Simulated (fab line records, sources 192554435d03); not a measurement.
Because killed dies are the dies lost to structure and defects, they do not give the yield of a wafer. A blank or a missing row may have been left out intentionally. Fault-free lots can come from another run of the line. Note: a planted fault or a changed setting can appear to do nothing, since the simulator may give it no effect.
Lot-split experiment	flow n5 finfet	7 lots, 21 wafers read, on a route of 1938 steps

## ABOUT THE SPLIT
At N5_BEOL_M0_ETCH_138 (etches SiCN in CH3F/O2, target depth 12 nm, time 31.6 s), the setting source w was moved away from the recipe's 395 W on 2 of the 21 wafers read, by -13.0% to -11.9%. The other wafers ran this setting at the recipe's value.

The reading comes from the split's own step.

## THE READING
rf vpp V, in V, at N5_BEOL_M0_ETCH_138 (etches SiCN in CH3F/O2, target depth 12 nm, time 31.6 s). Fault-free wafers of this fab line usually give 297.4 V, standard deviation 1.7 V.

wafer	tool, chamber at the split	source w as run, W	against the recipe	rf vpp V, V	against lot-mates on the recipe
L078.2	rie diel-02, 3	395	recipe	297.8	-
L078.4	rie diel-02, 2	395	recipe	299.1	-
L078.6	rie diel-02, 0	395	recipe	294.8	-
L081.2	rie diel-02, 1	395	recipe	299.4	-
L081.3	rie diel-02, 0	395	recipe	295.3	-
L081.4	rie diel-02, 2	395	recipe	298.8	-
L083.2	rie diel-04, 3	395	recipe	297.5	-
L083.4	rie diel-04, 2	348	-11.9%	307.6	+10.8
L083.5	rie diel-04, 0	395	recipe	296.1	-
L085.1	rie diel-04, 0	395	recipe	296.3	-
L085.2	rie diel-04, 1	395	recipe	297.7	-
L085.3	rie diel-04, 3	395	recipe	297.3	-
L089.1	rie diel-05, 2	395	recipe	299.1	-
L089.3	rie diel-05, 1	395	recipe	294.0	-
L089.5	rie diel-05, 2	395	recipe	298.4	-
L092.1	rie diel-04, 2	395	recipe	293.5	-
L092.3	rie diel-04, 0	343.7	-13.0%	310.9	+16.0
L092.6	rie diel-04, 0	395	recipe	296.3	-
L095.3	rie diel-04, 1	395	recipe	299.7	-
L095.5	rie diel-04, 3	395	recipe	298.3	-
L095.6	rie diel-04, 2	395	recipe	296.1	-

THE FIT
A straight line over all 21 wafers: rf vpp V changes by -0.978 V for each +1% of source w; r = -0.90; the points scatter about the line by 1.8 V.
The same after taking each lot's own level away (the mean of its wafers on the recipe; 21 wafers): -1.08 V for each +1%; r = -0.93; scatter 1.7 V.
On that fit, the largest move of source w shifts the reading by 14 V.
The lots' own levels span 294.90 to 298.03 V, that is 1.8 times the standard deviation above.
Hence the lot-to-lot level has little effect on the slope; both slopes agree.
Check: for one of the wafers moved furthest among these (-13.0%), held out of the fit, the line's prediction against its lot-mates is +11.8 V. Against them it came out at +16 V.
Tool readings at the split's step, against how far the setting was moved: rf vpp V r = -0.90.

## THESE WAFERS: OTHER SPLITS
Other splits were also applied to these wafers ahead of the reading. Each is held against what the fit with the lots' levels taken away leaves over:
other split on the same wafers	wafers away from the commonest value	r with rf vpp V (lot level and that fit taken away)
N5_SD_EPI_N_DESCUM_14 time s	8	-0.17
N5_HKMG_FIN_COAT_29 spin rpm	7	+0.41
N5_HKMG_FIN_DESCUM_17 time s	5	-0.35
N5_GATE_CUT_DESCUM_18 time s	4	-0.25
N5_MOL_CONTACT_COAG_CONTACT_ETCH_14 source w	7	-0.28
N5_MOL_CONTACT_COAG_ALD_133 ald cycles	9	-0.11
N5_MOL_CONTACT_COAG_ETCH_124 bias w	10	+0.15

## THE FILE'S OWN FIT
rf vpp V changes by -1.09 V for each +1% of source w, r = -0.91.
